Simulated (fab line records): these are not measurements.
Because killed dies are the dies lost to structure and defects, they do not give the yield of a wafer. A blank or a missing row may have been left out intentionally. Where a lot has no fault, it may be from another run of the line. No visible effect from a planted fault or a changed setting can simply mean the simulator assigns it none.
A lot that was struck, set against a sound lot    flow n5_finfet    17 out of 1938 route steps
Sound: the wafers L421.2, L421.3, L421.6. Wafers struck: L427.4, L427.5, L427.6. At the end, the cause is stated.
At each step with rows: each side's tool, then ch and its chambers, then its first start. Under that, the readings that differ: sound wafers    struck wafers    difference of the means    sigmas: that difference in standard deviations of wafers without a fault.
alike: readings whose means differ by less than 2 such deviations, and words and numbers that are the same on both sides. not compared: withheld readings, readings that some wafer has no value for, bounds like >300 that may hide the same value, and numbers for which the record gives no deviation and whose values overlap.
A row with sigmas, a row that says differs or no value, or rows on one side alone: a step with any of these is where the two part. Numbers that don't overlap but have no deviation are shown without sigmas and don't part them. Lack of a reading on every wafer of one side parts them only where that side has two or more wafers.

first, 4 steps without rows for these wafers: N5_HKMG_FIN_PRECLEAN_64 (cleans in dHF, time 30 s); N5_HKMG_FIN_WET_ETCH_65 (etches a-Si in TMAH, stops on TiN, time 49 s, target depth 3 nm); N5_HKMG_FIN_WET_ETCH_81 (etches TiN in SC1, stops on HfO2, time 57 s, target depth 6 nm); N5_HKMG_FIN_WET_ETCH_82 (etches La2O3 in dHCl, stops on HfO2, target depth 2 nm, rinse time 30 s).
N5_HKMG_FIN_ALD_36: deposits TiN, target thk 1 nm, pulse time 1 s, purge time 3 s.
  sound on ald_metal-01 ch 0,3, day 5 06:33; struck on ald_metal-03 ch 1,2, day 6 19:20
  alike: heater_power_w, precursor_pulse_height_rel, susceptor_temp_C
N5_HKMG_FIN_THK_MEAS_70: measures by xrf.
  struck on film_metro-02, day 6 19:37; sound on film_metro-02, day 5 06:50
  alike: HK_THK
N5_HKMG_FIN_PWFM_ALD_03: deposits TiN, target thk 2 nm, pulse time 1 s, purge time 3 s.
  sound on ald_metal-04 ch 0,1,2, day 5 06:52; struck on ald_metal-04 ch 0,1,3, day 6 19:39
  alike: heater_power_w, precursor_pulse_height_rel, susceptor_temp_C
then, 5 steps without rows for these wafers: N5_HKMG_FIN_COAT_29 (time 60 s, resist thk 300 nm); N5_HKMG_FIN_COAT_30 (time 60 s, resist thk 35 nm); N5_HKMG_FIN_COAT_06 (resist thk 90 nm); N5_HKMG_FIN_EBR_08; N5_HKMG_FIN_SOFTBAKE_07 (time 60 s).
N5_HKMG_FIN_EXPOSE_09: exposes mask NWFM.
  sound on arfi_scanner-02 ch 0, day 5 07:28; struck on arfi_scanner-02 ch 0, day 6 20:15
reading               sound              struck             difference  sigmas
exposure_dose_mJ_cm2  39.19 39.20 39.23  37.90 37.89 37.89  -1.31       -26
  alike: mask
then, 2 steps without rows for these wafers: N5_HKMG_FIN_PEB_10 (peb time 60 s); N5_HKMG_FIN_DEVELOP_11 (develop time 30 s).
N5_HKMG_FIN_CD_MEAS_12: target cd 92.8 nm.
  sound on cd_sem-01 ch 0, day 5 07:35; struck on cd_sem-02 ch 0, day 6 20:22
reading     sound           struck          difference  sigmas
cd_nm (nm)  92.8 93.9 94.0  92.2 91.1 92.1  -1.8        -2
N5_HKMG_FIN_OVL_MEAS_13:
  sound on overlay-02 ch 0, day 5 07:37; struck on overlay-02 ch 0, day 6 20:23
  alike: NWFM_OVL

WHERE THEY PART
First at N5_HKMG_FIN_EXPOSE_09; last, within this record, at N5_HKMG_FIN_CD_MEAS_12. Later steps at which nothing parts them and some readings are alike: N5_HKMG_FIN_OVL_MEAS_13.

WHY: the cause the simulator had injected
Drift in process parameters on arfi_scanner-02 at N5_HKMG_FIN_EXPOSE_09, starting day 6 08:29. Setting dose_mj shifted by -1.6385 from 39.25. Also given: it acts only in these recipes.
